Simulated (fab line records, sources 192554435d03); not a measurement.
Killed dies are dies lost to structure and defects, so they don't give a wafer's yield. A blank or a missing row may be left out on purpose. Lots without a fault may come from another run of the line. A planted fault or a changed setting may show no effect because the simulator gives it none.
A struck lot beside a sound one | flow n5_finfet | 15 steps out of a route of 1938
Sound: wafers L395.3, L395.4, L395.5. Struck: wafers L408.2, L408.3, L408.6. The cause comes at the end.
At each step with rows: each side's tool, then ch and its chambers, then its first start. Under that, the readings that differ: sound wafers | struck wafers | difference of the means | sigmas: that difference in standard deviations of wafers without a fault.
alike: readings whose means differ by less than 2 such deviations, and words and numbers that are the same on both sides. not compared: withheld readings, readings that some wafer has no value for, bounds like >300 that may hide the same value, and numbers for which the record gives no deviation and whose values overlap.
The two part at a step that has a row with sigmas, a row that says differs or no value, or rows on one side only. Numbers that don't overlap but have no deviation are shown without sigmas and don't part them. A reading that every wafer of one side lacks parts them only if that side has two wafers or more.

first, 8 steps without rows for these wafers: N5_SD_EPI_N_COAT_32 (time 60 s, resist thk 350 nm); N5_SD_EPI_N_COAT_33 (time 60 s, resist thk 35 nm); N5_SD_EPI_N_COAT_03 (resist thk 150 nm); N5_SD_EPI_N_EBR_05; N5_SD_EPI_N_SOFTBAKE_04 (time 60 s); N5_SD_EPI_N_EXPOSE_06 (exposes mask SD N BLK, target cd 120 nm); N5_SD_EPI_N_PEB_07 (peb time 60 s); N5_SD_EPI_N_DEVELOP_08 (develop time 30 s).
N5_SD_EPI_N_CD_MEAS_09: target cd 120 nm.
  sound on cd_sem-01 ch 0, day 4 14:16; struck on cd_sem-02 ch 0, day 7 20:58
  alike: cd_nm
N5_SD_EPI_N_OVL_MEAS_10:
  sound on overlay-01 ch 0, day 4 14:18; struck on overlay-01 ch 0, day 7 20:59
  alike: SD_N_BLK_OVL
N5_SD_EPI_N_INSPECT_11: inspects for defects (macro).
  sound on defect_inspect-01, day 4 14:19; struck on defect_inspect-01, day 7 21:01
  alike: raw_defect_count
N5_SD_EPI_N_DESCUM_14: chemistry O2, time 7.9 s.
  sound on rie_diel-03 ch 1,2, day 4 14:21; struck on rie_diel-06 ch 0,1,2, day 7 21:03
  alike: drypump_motor_current_A, oes_product_au, rf_vpp_V, showerhead_plenum_p_Torr, throttle_valve_pct
  not compared: rf_hours_counter_h
N5_SD_EPI_N_ETCH_34: etches SiARC in CF4, target depth 45.5 nm, time 75.8 s.
  sound on rie_diel-03 ch 1,2, day 4 14:23; struck on rie_diel-06 ch 0,1,2, day 7 21:05
  reading               | sound          | struck            | difference | sigmas
  etch_rf_on_time_s (s) | 77.0 78.7 76.9 | 118.8 126.8 125.8 | +46.3      | +17
  oes_product_au (a.u.) | 0.72 0.64 0.72 | 0.58 0.55 0.51    | -0.15      | -2
  alike: drypump_motor_current_A, rf_vpp_V, showerhead_plenum_p_Torr, throttle_valve_pct
  not compared: rf_hours_counter_h
N5_SD_EPI_N_ETCH_35: etches SOC in N2/H2, overetch 108 nm, time 486 s.
  sound on rie_diel-03 ch 1,2, day 4 14:27; struck on rie_diel-06 ch 0,1,2, day 7 21:08
  alike: drypump_motor_current_A, n2_flow_sccm, oes_product_au, rf_vpp_V, showerhead_plenum_p_Torr, throttle_valve_pct
  not compared: rf_hours_counter_h
-- the record jumps here: 10 days lie between the struck wafers' starts before and after (it left off in module SD_EPI_N and takes up again in module PASSIVATION, whose first step shown is number 1936 of the route) --
N5_PASSIVATION_PROBE_49:
  sound on prober-02, day 14 09:20; struck on prober-01, day 17 12:23
  reading             | sound | struck      | difference | sigmas
  killed_at_front_end | 32 31 | 47 68 54    | +25        | +2
  killed_dies         | 85 65 | 107 115 127 | +41        | +2
  killed_open         | 48 41 | 77 78 82    | +34        | +2
  alike: killed_at_M0_to_M3, killed_at_M4_up, killed_at_contacts, killed_at_other, killed_short

WHERE THEY PART
First at N5_SD_EPI_N_ETCH_34; last, within this record, at N5_PASSIVATION_PROBE_49.

WHY: what the simulator had put in
Process parameter drift: rie_diel-06, from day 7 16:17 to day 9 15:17, at N5_SD_EPI_N_ETCH_34. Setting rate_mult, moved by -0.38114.
